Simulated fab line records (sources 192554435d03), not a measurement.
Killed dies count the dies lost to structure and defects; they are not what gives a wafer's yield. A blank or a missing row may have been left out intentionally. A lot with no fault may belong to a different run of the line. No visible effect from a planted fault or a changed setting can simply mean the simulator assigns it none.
fab line records ; flow n5_finfet
record: lots: 5; wafers: 15; last_day: 16
route steps=1938 shown DUMMY_REMOVAL@377 HKMG_FIN@385 BEOL_M4@1111 PASSIVATION@1936
lots that met no fault: from a run of the same line without faults
start_h: start of the lot's first displayed wafer, in hours after the record's first day ; wait_h: hours since the lot's step before ; " repeats the value in the row above ; L1.1+2: one row covering several wafers at once ; - value missing, or start not given ; * or withheld: withheld ; < > ~ a bound
route shown NAME@n: a module of which the file shows steps, and the number in the route of the first ; usual: mean and standard deviation over wafers with no fault ; same: alike in all rows ; chamber/n: place in a boat ; sites: the reading at each site ; _std_site: their standard deviation ; _edge_site: inner sites' mean taken away from outer sites' mean ; radius_mm: for every site, how far away it sits from the centre of the wafer ; mask NAME#n: copy n ; behind: the most recent tool/chamber to have shaped the wafer ; hold: the reason the lot was held/the length of the hold in hours/how it ended ; device: the n, p or np transistor that did not switch ; end of line: tests of these same wafers at the route's end ; a step with no rows: only its recipe ; killed: dies that structure and defects cost at the first sort, which is not the same as the wafer's yield ; map: a wafer's dies, marking killed ones x, the rest . and places with no die _
set.NAME: the setting that was run; set.NAME@STEP: the one run at that earlier step ; model.NAME: the simulator's own value behind a step, which no gauge read
a table for each step, a row for each wafer; lots at some steps of the route
services: a tool's chamber out of use, with start hour (start_h, from the record's first day; less than 0 if before it), hours out, and reason
== steps ==
step: N5_DUMMY_REMOVAL_HM_STRIP_01
recipe: chemistry: CH3F/O2; material: SiNx; target_depth_a: 40; stop_on: poly-Si; time_s: 6.8; over_etch_frac: 0.3; ion_energy_ev: 60; power_w: 410; bias_w: 29; Ar_flow_sccm: 150; CH3F_flow_sccm: 30; O2_flow_sccm: 20
step: N5_DUMMY_REMOVAL_STRIP_10
recipe: chemistry: N2/H2; time_s: 40; power_w: 100; temp_c: 40; pressure_mtorr: 100; rf_frequency_hz: 6e+07; bias_power_w: 3; n2_flow_sccm: 300; h2_flow_sccm: 300
step: N5_DUMMY_REMOVAL_PRECLEAN_07
recipe: chemistry: dHF; time_s: 30; temp_c: 25; dilution: withheld
step: N5_DUMMY_REMOVAL_DUMMY_REMOVE_02
recipe: chemistry: TMAH; temp_c: 70; target: poly-Si; stop_on: SiO2; target_depth_nm: 142; conc_wt_pct: 5; time_s: 57; dry: ipa_marangoni; rinse_time_s: 30; rinse_temp_c: 23
step: N5_DUMMY_REMOVAL_PRECLEAN_08
recipe: chemistry: NF3:NH3; afs_cycles: 2; temp_c: 30; time_s: 20; sublimation_temp_c: 180; sublimation_time_s: 60; pressure_torr: 3; rf_power_w: 30
step: N5_DUMMY_REMOVAL_PRECLEAN_04
recipe: chemistry: DHF; time_s: 37; temp_c: 25; dilution: 500:1
step: N5_DUMMY_REMOVAL_SRD_05
recipe: dry: ipa_marangoni; do_ppb: 5; time_s: 30; temp_c: 23; rinse_liquid: diw
step: N5_HKMG_FIN_IL_REGROW_00
recipe: material: SiO2; target_thk_a: 7.5; chemistry: O3; temp_c: withheld; time_s: 30
step: N5_HKMG_FIN_HK_ALD_01
recipe: material: HfO2; target_thk_a: 16; temp_c: withheld; ald_precursor_family: HfCl4; ald_co_reactant: H2O; pulse_time_s: 3; purge_time_s: 3; co_reactant_purge_time_s: 2.5; co_reactant_pulse_time_s: 0.3; ald_cycles: 30
step: N5_HKMG_FIN_HK_ANNEAL_02
recipe: temp_c: 700; time_s: 30; ambient: N2; idle_temp_c: 600; ramp_up_c_per_s: 150; ramp_down_c_per_s: 60; cool_to_c: 600
step: N5_HKMG_FIN_ALD_74
recipe: material: La2O3; target_thk_a: 5; temp_c: 250; ald_precursor_family: La-Cp; ald_co_reactant: O3; pulse_time_s: 6; co_reactant_pulse_time_s: 1; purge_time_s: 3; co_reactant_purge_time_s: 3
step: N5_HKMG_FIN_ALD_75
recipe: material: Al2O3; target_thk_a: 10; temp_c: 150; ald_precursor_family: TMA; ald_co_reactant: H2O; pulse_time_s: withheld; co_reactant_pulse_time_s: 1
usual: heater_power_outer_w: 75/5.7; heater_power_w: 145/8.7; precursor_pulse_height_rel: 0.998/0.021
lot.wafer;tool;chamber;start_h;wait_h;heater_power_outer_w;heater_power_w;precursor_pulse_height_rel
L300.2;ald_hk-01;1;97.12;0.1;-;-;-
L300.5;ald_hk-01;2;97.12;0.1;-;-;-
L300.6;ald_hk-01;1;97.12;0.1;-;-;-
L301.1;ald_hk-03;1;102.47;0.0;-;-;-
L301.5;ald_hk-03;2;102.47;0.0;-;-;-
L301.6;ald_hk-03;3;102.47;0.0;-;-;-
L302.1;ald_hk-02;2;104.62;0.0;-;-;-
L302.5;ald_hk-02;3;104.62;0.0;-;-;-
L302.6;ald_hk-02;2;104.62;0.0;-;-;-
L313.2;ald_hk-01;0;173.15;0.0;72;140;0.995
L313.4;ald_hk-01;3;173.15;0.0;76;152;1.005
L313.5;ald_hk-01;3;173.15;0.0;75;151;1.012
L314.2;ald_hk-03;3;179.48;0.0;75;134;0.999
L314.4;ald_hk-03;1;179.48;0.0;66;130;1.017
L314.6;ald_hk-03;2;179.48;0.0;72;138;0.992
step: N5_HKMG_FIN_COAT_41
recipe: resist: SOC; temp_c: 250; time_s: 60; spin_rpm: 1500; resist_thk_nm: 300
step: N5_HKMG_FIN_COAT_42
recipe: resist: SiARC; temp_c: 220; time_s: 60; spin_rpm: 1500; resist_thk_nm: 35
step: N5_HKMG_FIN_COAT_43
recipe: resist: CAR-ArF; spin_rpm: 1500; resist_thk_nm: 90
step: N5_HKMG_FIN_EBR_45
recipe: solvent: PGMEA; ebr_width_mm: 1.5
step: N5_HKMG_FIN_SOFTBAKE_44
recipe: temp_c: 110; time_s: 60; resist: CAR-ArF
step: N5_HKMG_FIN_EXPOSE_46
recipe: mask_id: NDIPOLE; na: 1.35; source_shape: conventional; sigma_outer: 0.8; polarization: unpolarized; dose_mj: 40
step: N5_HKMG_FIN_PEB_47
recipe: peb_temp_c: withheld; peb_time_s: 60; resist: CAR-ArF
step: N5_HKMG_FIN_DEVELOP_48
recipe: develop_time_s: 30; developer: TMAH; resist: CAR-ArF; rinse_liquid: diw; dry: air_spin; dev_temp_c: 23
step: N5_HKMG_FIN_DESCUM_53
recipe: chemistry: O2; time_s: 7.9; source_power_w: 50; bias_power_w: 20; pressure_mtorr: 20; rf_frequency_hz: 2.712e+07; temp_c: 40; resist: CAR-ArF; o2_flow_sccm: 225
step: N5_HKMG_FIN_ETCH_54
recipe: chemistry: CF4; target: SiARC; target_depth_a: 455; mask_material: CAR-ArF; time_s: 75.8; ion_energy_ev: 80; pressure_mtorr: 40; source_w: 545; bias_w: 36; Ar_flow_sccm: 100; cf4_flow_sccm: 100; ends: cleared
step: N5_HKMG_FIN_ETCH_55
recipe: chemistry: N2/H2; target: SOC; target_depth_a: 2400; temp_c: 40; time_s: 300; ion_energy_ev: 200; mask_material: SiARC; pressure_mtorr: 30; source_w: 840; bias_w: 150; n2_flow_sccm: 200; h2_flow_sccm: 200
step: N5_HKMG_FIN_STRIP_56
recipe: chemistry: N2/H2; temp_c: 40; n2_flow_sccm: 200; h2_flow_sccm: 200; rf_frequency_hz: 6e+07
step: N5_HKMG_FIN_STRIP_57
recipe: chemistry: CF4; resist: SiARC; power_w: 300; bias_power_w: 75; pressure_mtorr: 50; cf4_flow_sccm: 150; rf_frequency_hz: 6e+07
step: N5_HKMG_FIN_ETCH_58
recipe: chemistry: N2/H2; target: SOC; target_depth_a: 2158; ion_energy_ev: 50; bias_w: 13; time_s: 741; pressure_mtorr: 30; source_w: 875; n2_flow_sccm: 200; h2_flow_sccm: 200
step: N5_HKMG_FIN_STRIP_93
recipe: chemistry: N2/H2; material: SOC; time_s: 20; power_w: 500; temp_c: 40; pressure_mtorr: 50; rf_frequency_hz: 6e+07; bias_power_w: 8; h2_frac: 0.5; n2_flow_sccm: 300; h2_flow_sccm: 300
step: N5_HKMG_FIN_WET_ETCH_76
recipe: chemistry: dNH4OH; mix: 1:50; temp_c: 25; target: Al2O3; stop_on: La2O3; target_depth_nm: 2.25; dry: ipa_marangoni; rinse_time_s: 30; rinse_temp_c: 23
step: N5_HKMG_FIN_STRIP_60
recipe: chemistry: N2/H2; power_w: 2500; temp_c: 300; h2_frac: 0.65; time_s: 360; pressure_mtorr: withheld; n2_flow_sccm: 1750; h2_flow_sccm: 3250
step: N5_HKMG_FIN_WET_ETCH_77
recipe: chemistry: dHCl; mix: 1:10000; temp_c: 25; target: La2O3; stop_on: HfO2; target_depth_nm: 2
step: N5_HKMG_FIN_WET_ETCH_78
recipe: chemistry: dNH4OH; mix: 1:50; temp_c: 25; target: Al2O3; stop_on: La2O3; target_depth_nm: 4.5; dry: ipa_marangoni; rinse_time_s: 30; rinse_temp_c: 23
step: N5_HKMG_FIN_ALD_79
recipe: material: TiN; target_thk_a: 15; temp_c: 400; ald_precursor_family: TiCl4; ald_co_reactant: NH3; pulse_time_s: 1; purge_time_s: 3; co_reactant_purge_time_s: 2; co_reactant_pulse_time_s: 2; ald_cycles: 68; pressure_torr: 3
step: N5_HKMG_FIN_CVD_62
recipe: material: a-Si; target_thk_a: 30; temp_c: 500; precursor: Si2H6; pressure_torr: 1; time_s: 20.8
step: N5_HKMG_FIN_RTA_80
recipe: temp_c: withheld; time_s: 2; ambient: N2; idle_temp_c: 600; ramp_up_c_per_s: 150; ramp_down_c_per_s: 60; cool_to_c: 600
step: N5_HKMG_FIN_PRECLEAN_64
recipe: chemistry: dHF; time_s: 30; temp_c: 25; dilution: withheld
step: N5_HKMG_FIN_WET_ETCH_65
recipe: chemistry: TMAH; temp_c: 70; conc_wt_pct: 5; target: a-Si; stop_on: TiN; time_s: 49; target_depth_nm: 3
step: N5_HKMG_FIN_WET_ETCH_81
recipe: chemistry: SC1; target: TiN; stop_on: HfO2; mix: 1:1:5; temp_c: 60; time_s: 57; target_depth_nm: 6
step: N5_HKMG_FIN_WET_ETCH_82
recipe: chemistry: dHCl; mix: 1:10000; temp_c: 25; target: La2O3; stop_on: HfO2; target_depth_nm: 2; dry: ipa_marangoni; rinse_time_s: 30; rinse_temp_c: 23
step: N5_BEOL_M4_RC_MEAS_101
usual: DIBL_N: 36.2/2.2; DIBL_P: 36.5/3; IOFF_N: 0.16/0.039; IOFF_P: 0.22/0.047; IOFF_P_85C: 3.7/0.68; IOFF_P_LIN: 0.101/0.017; IOFF_P_LONG: 0.000103/1.1e-05; ION_N: 675/15; ION_P: 463/10; SS_N: 71.6/0.71; SS_P: 73.4/0.94; VT_N: 250/3.6; VT_N_LVT: 99/3.7; VT_P: -250/3.9; VT_P_LONG: -276/3.4
lot.wafer;tool;chamber;start_h;wait_h;DIBL_N[mV/V];DIBL_P[mV/V];IOFF_N[nA/um];IOFF_P[nA/um];IOFF_P_85C[nA/um];IOFF_P_LIN[nA/um];IOFF_P_LONG[nA/um];ION_N[uA/um];ION_P[uA/um];SS_N[mV/dec];SS_P[mV/dec];VT_N[mV];VT_N_LVT[mV];VT_P[mV];VT_P_LONG[mV]
L301.1;prober-01;0;189.21;0.0;38.1;37.1;0.20;53.11;386.4;23.767;0.0218;677;654;71.7;73.6;246;246;-94;-122
L301.5;prober-01;0;189.21;0.0;36.4;34.5;0.16;42.78;317.4;20.013;0.021401;662;649;71.9;72.7;249;249;-98;-122
L301.6;prober-01;0;189.21;0.0;37.4;37.4;0.17;54.98;395.0;24.079;0.022236;683;668;71.5;72.5;248;249;-94;-122
L300.2;prober-02;0;194.75;0.2;37.3;39.1;0.17;48.99;347.4;20.441;0.017192;662;641;71.9;74.2;250;251;-98;-130
L300.5;prober-02;0;194.75;0.2;29.9;29.0;0.08;23.28;187.0;12.364;0.017336;635;628;69.9;71.4;262;260;-107;-129
L300.6;prober-02;0;194.75;0.2;37.4;39.7;0.18;49.91;356.6;21.000;0.017378;669;656;71.4;73.7;249;248;-97;-130
L302.1;prober-02;0;200.80;0.0;36.8;38.3;0.19;51.75;374.0;23.748;0.019102;665;651;72.2;75.0;245;248;-96;-125
L302.5;prober-02;0;200.80;0.0;39.2;40.2;0.23;60.78;423.8;26.108;0.019449;683;656;72.6;75.2;247;244;-95;-125
L302.6;prober-02;0;200.80;0.0;37.2;38.9;0.19;53.98;386.4;24.069;0.019326;673;658;71.4;75.3;249;247;-96;-126
L313.2;prober-02;0;280.30;0.2;34.7;33.9;0.14;0.17;3.1;0.088;0.000101;669;451;71.6;72.9;249;98;-255;-275
L313.4;prober-02;0;280.30;0.2;31.0;29.2;0.09;0.13;2.5;0.074;0.0001;645;446;70.2;71.6;255;105;-255;-273
L313.5;prober-02;0;280.30;0.2;36.7;37.9;0.19;0.25;4.3;0.118;0.000101;703;483;71.9;73.2;246;93;-247;-273
L314.2;prober-02;0;285.28;0.3;36.5;37.1;0.18;0.27;4.4;0.122;0.000122;688;479;72.0;73.4;244;95;-244;-268
L314.4;prober-02;0;285.28;0.3;36.1;36.2;0.18;0.24;4.0;0.111;0.000124;699;487;72.1;72.3;248;96;-246;-270
L314.6;prober-02;0;285.28;0.3;36.7;36.4;0.17;0.23;3.9;0.110;0.000127;699;480;72.3;73.0;247;96;-248;-267
step: N5_PASSIVATION_PROBE_49
usual: defect_limited_yield: 91.5/1.5; killed_at_M0_to_M3: 32/10; killed_at_M4_up: 13/4.9; killed_at_contacts: 13/6.1; killed_at_front_end: 38/11; killed_at_other: 3/3.2; killed_dies: 101/18; killed_open: 66/13; killed_short: 32/8.3; sort_bin_4_leakage: 0.00/0.018; sort_bin_5_function: 5.0/1; sort_bin_6_memory: 3.2/0.74; sort_bin_8_speed: 0.1/1.1; sort_n_pass: 1078/22; sort_yield_pct: 91.3/1.9
same: gross_dies: 1180; killed_at_back_side: 0
lot.wafer;tool;chamber;start_h;wait_h;defect_limited_yield[%];killed_at_M0_to_M3;killed_at_M4_up;killed_at_contacts;killed_at_front_end;killed_at_other;killed_dies;killed_open;killed_short;sort_bin_4_leakage[%];sort_bin_5_function[%];sort_bin_6_memory[%];sort_bin_8_speed[%];sort_n_pass;sort_yield_pct[%]
L301.1;prober-02;-;299.34;0.0;91.9;34;13;15;32;2;96;61;32;91.86;5.2;2.7;0;0;0
L301.5;prober-02;-;299.54;0.2;90.2;31;29;15;36;5;116;84;29;90.17;6.4;3.1;0;0;0
L301.6;prober-02;-;299.59;0.3;89.7;32;11;28;47;3;121;86;32;89.75;6.3;3.7;0;0;0
L300.2;prober-01;-;300.47;0.1;91.3;40;17;10;32;4;103;74;24;91.27;5.6;2.9;0;0;0
L300.5;prober-01;-;300.62;0.2;89.7;33;17;18;51;3;122;88;30;89.66;6.6;3.5;0;0;0
L300.6;prober-01;-;300.67;0.3;90.3;37;15;10;51;1;114;79;31;90.34;5.6;4.0;0;0;0
L302.1;prober-01;-;311.47;0.0;88.9;36;11;6;75;3;131;87;39;88.90;6.8;4.0;0;0;0
L302.5;prober-01;-;311.67;0.2;91.4;39;12;10;32;9;102;70;25;91.36;5.9;2.5;0;0;0
L302.6;prober-01;-;311.72;0.3;89.2;36;13;18;59;2;128;76;48;89.15;5.7;4.9;0;0;0
L313.2;prober-02;-;386.76;0.1;93.2;29;7;11;33;0;80;53;26;0;3.8;3.0;0;1100;93.2
L313.4;prober-02;-;386.86;0.2;92.9;28;9;12;33;2;84;56;27;0;4.6;2.5;0.2;1094;92.7
L313.5;prober-02;-;386.91;0.2;91.2;37;15;11;35;6;104;69;34;0;5.1;3.2;0;1076;91.2
L314.6;prober-02;-;393.01;0.7;92.2;37;9;5;37;4;92;58;34;0;4.7;2.7;0;1088;92.2
killed by level:class
L301.1 FIN_SAQP:geometric_particle:open=18 MOL_CONTACT_COAG:geometric_particle:open=12 BEOL_M0_SAQP:geometric_particle:short=10 BEOL_M0_SAQP:geometric_particle:open=5 BEOL_M3:geometric_particle:short=5 BEOL_M4:geometric_particle:open=5 GATE_CUT:geometric_particle:short=4 BEOL_M1:geometric_particle:open=4
L301.5 FIN_SAQP:geometric_particle:open=16 MOL_CONTACT_COAG:geometric_particle:open=12 BEOL_M4:geometric_particle:open=11 BEOL_M0_SAQP:geometric_particle:short=10 BEOL_M2:geometric_particle:open=9 BEOL_M0_SAQP:geometric_particle:open=6 BEOL_M8:geometric_particle:open=4 PASS1_DEP:geometric_particle:open=4
L301.6 MOL_CONTACT_COAG:geometric_particle:open=21 FIN_SAQP:geometric_particle:open=17 STI_FIN_REVEAL:geometric_particle:open=9 MOL_CONTACT_COAG:geometric_particle:short=7 BEOL_M0_SAQP:geometric_particle:short=7 BEOL_M1:geometric_particle:open=6 BEOL_M2:geometric_particle:open=6 BEOL_M0_SAQP:geometric_particle:open=5
L300.2 FIN_SAQP:geometric_particle:open=9 MOL_CONTACT_COAG:geometric_particle:open=9 BEOL_M0_SAQP:geometric_particle:open=8 BEOL_M4:geometric_particle:open=8 BEOL_M1:geometric_particle:open=7 BEOL_M3:geometric_particle:open=7 STI_FIN_REVEAL:geometric_particle:open=5 BEOL_M2:geometric_particle:open=5
L300.5 MOL_CONTACT_COAG:geometric_particle:open=16 FIN_SAQP:geometric_particle:open=13 BEOL_M4:geometric_particle:open=12 BEOL_M2:geometric_particle:open=11 STI_FIN_REVEAL:geometric_particle:open=10 FIN_SAQP:geometric_particle:short=7 GATE_CUT:geometric_particle:open=5 BEOL_M0_SAQP:geometric_particle:open=5
L300.6 STI_FIN_REVEAL:geometric_particle:open=15 DUMMY_GATE:geometric_particle:open=9 BEOL_M3:geometric_particle:open=8 BEOL_M2:geometric_particle:open=7 BEOL_M1:geometric_particle:open=7 BEOL_M4:geometric_particle:open=7 FIN_SAQP:geometric_particle:short=6 MOL_CONTACT_COAG:geometric_particle:open=6
L302.1 STI_FIN_REVEAL:geometric_particle:open=29 FIN_SAQP:geometric_particle:open=10 FIN_SAQP:geometric_particle:short=10 BEOL_M0:geometric_particle:open=10 BEOL_M4:geometric_particle:open=9 BEOL_M0_SAQP:geometric_particle:short=8 BEOL_M0_SAQP:geometric_particle:open=7 GATE_CUT:geometric_particle:open=5
L302.5 STI_FIN_REVEAL:geometric_particle:open=11 MOL_CONTACT_COAG:geometric_particle:open=9 BEOL_M0_SAQP:geometric_particle:open=9 FIN_SAQP:geometric_particle:open=5 BEOL_M0:geometric_particle:open=5 BEOL_M2:geometric_particle:open=5 BEOL_M3:geometric_particle:open=5 BEOL_M2:geometric_particle:short=4
L302.6 FIN_SAQP:geometric_particle:open=17 FIN_SAQP:geometric_particle:short=16 MOL_CONTACT_COAG:geometric_particle:open=15 BEOL_M0_SAQP:geometric_particle:short=12 STI_FIN_REVEAL:geometric_particle:open=11 BEOL_M0_SAQP:geometric_particle:open=10 BEOL_M2:geometric_particle:open=6 BEOL_M4:geometric_particle:open=5
L313.2 BEOL_M0_SAQP:geometric_particle:short=11 MOL_CONTACT_COAG:geometric_particle:open=9 STI_FIN_REVEAL:geometric_particle:open=5 DUMMY_GATE:geometric_particle:open=5 BEOL_M1:geometric_particle:open=5 BEOL_M3:geometric_particle:open=5 BEOL_M0_SAQP:geometric_particle:open=4 GATE_CUT:geometric_particle:short=4
L313.4 MOL_CONTACT_COAG:geometric_particle:open=9 BEOL_M3:geometric_particle:open=9 GATE_CUT:geometric_particle:short=7 BEOL_M0_SAQP:geometric_particle:open=7 STI_FIN_REVEAL:geometric_particle:open=6 BEOL_M0_SAQP:geometric_particle:short=6 BEOL_M4:geometric_particle:open=4 STARTING-WAFER:geometric_particle:open=4
L313.5 BEOL_M0_SAQP:geometric_particle:open=16 BEOL_M0_SAQP:geometric_particle:short=12 MOL_CONTACT_COAG:geometric_particle:open=9 FIN_SAQP:geometric_particle:open=6 BEOL_M3:geometric_particle:open=6 STI_FIN_REVEAL:geometric_particle:open=5 BEOL_M5:geometric_particle:open=5 DUMMY_GATE:geometric_particle:open=4
L314.6 BEOL_M2:geometric_particle:open=13 BEOL_M1:geometric_particle:short=7 GATE_CUT:geometric_particle:short=6 STI_FIN_REVEAL:geometric_particle:open=5 DUMMY_GATE:geometric_particle:open=5 GATE_CUT:geometric_particle:open=4 STARTING-WAFER:geometric_particle:short=4 BEOL_M0:geometric_particle:open=4
map L300.5 (x killed, . not)
_________________....xx......________________
______________.................._____________
___________.........x..........x...__________
__________..x.................x....._________
________....x.........x............xx._______
_______....x..............x........x...______
______........x.........x.....x..x...x.._____
_____..........x........x................____
____.....x...........xx.x.....x....x......___
___...........xx........x.....x..........xx__
___............x.............x.............__
__.x...........x..................x......x.._
__..................................x......._
_.......x..............xx...x..........x.....
_...................x....x...........x..xx.x.
_...x.......x.....x....xx.........x.x......x.
_.....x...x........................x......x..
_...............x.........x..................
_.......x........x...................x.......
_.x................x....x....................
_.....x...x...x..........................xx..
__.x.....x.x............x.............x.x..._
__.....................x..x...........x....._
___.........x....x..x............x.......x.__
___...x..........................x..x.x....__
____...x...x......x.................xx....___
_____.x.xx............x............x.x...____
______....x......x......................_____
_______.....x....x.x.x.........x.......______
________x............................._______
__________.............x............_________
___________..........x.....xx.....x__________
______________...x...x....x....._____________
_________________......x..x..________________
map L301.6 (x killed, . not)
_________________............________________
______________.................._____________
___________xx......x.x....x..x.xx..__________
__________....................xx...._________
________....x................x........_______
_______...................x...x........______
______...................x........x....._____
_____..x....x............................____
____..xx..........x...x.................x.___
___..xx..x........x.............x..........__
___x..x.x....x.............................__
__.........x..........x....................._
__.........................................._
_..x.............x.x.........................
_.x........x..x..................x..xx..x....
_......x..........x.x....x........x....x.....
_.......................................x....
_........................x.....x..xx...xx....
_................x.....x....x.....x..........
_.......x.x......x......x...............x....
_.....x..........x......x...............x....
__...........x.....x..........x............._
__.x...........x..x..x..........x..........._
___..x......x...............x......x.......__
___x.....x.xxx.....x........x.............x__
____...x...x....xx..x...........x.xx......___
_____.....x..x........x.....xx.....x.....____
______................x................._____
_______........x........xx............x______
________x...x...x...x................._______
__________......................x.x._________
___________.x......x....x..........__________
______________..x.x....x........_____________
_________________............________________
== services ==
tool;chamber;start_h;hours;kind
ald_hk-02;-;98.25;1.3;repair
== key ==
first_sign: step: N5_HKMG_FIN_ALD_75; reading: tool_record; direction: missing
effect: step: N5_BEOL_M4_RC_MEAS_101; reading: IOFF_P_LONG; direction: up; sigmas: 99+; usual: 0.000103; struck: 0.019469
effect: step: N5_BEOL_M4_RC_MEAS_101; reading: IOFF_P_LIN; direction: up; sigmas: 99+; usual: 0.101; struck: 21.732
effect: step: N5_BEOL_M4_RC_MEAS_101; reading: IOFF_P; direction: up; sigmas: 99+; usual: 0.22; struck: 48.84
effect: step: N5_BEOL_M4_RC_MEAS_101; reading: IOFF_P_85C; direction: up; sigmas: 99+; usual: 3.7; struck: 352.7
effect: step: N5_BEOL_M4_RC_MEAS_101; reading: VT_P_LONG; direction: up; sigmas: 44; usual: -276; struck: -125
effect: step: N5_BEOL_M4_RC_MEAS_101; reading: VT_N_LVT; direction: up; sigmas: 40; usual: 99; struck: 249
effect: step: N5_BEOL_M4_RC_MEAS_101; reading: VT_P; direction: up; sigmas: 40; usual: -250; struck: -97
effect: step: N5_BEOL_M4_RC_MEAS_101; reading: ION_P; direction: up; sigmas: 18; usual: 463; struck: 651
effect: step: N5_PASSIVATION_PROBE_49; reading: sort_bin_4_leakage; direction: up; sigmas: 99+; usual: 0.00; struck: 90.27
met_at N5_HKMG_FIN_ALD_75
struck_wafers L300.2,L300.5,L300.6,L301.1,L301.5,L301.6,L302.1,L302.5,L302.6
fault: kind: skipped_step_whole; tool: ald_hk-01,ald_hk-02,ald_hk-03; chamber: -; onset_h: 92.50; steps: N5_HKMG_FIN_ALD_75; scope: struck_lots_only
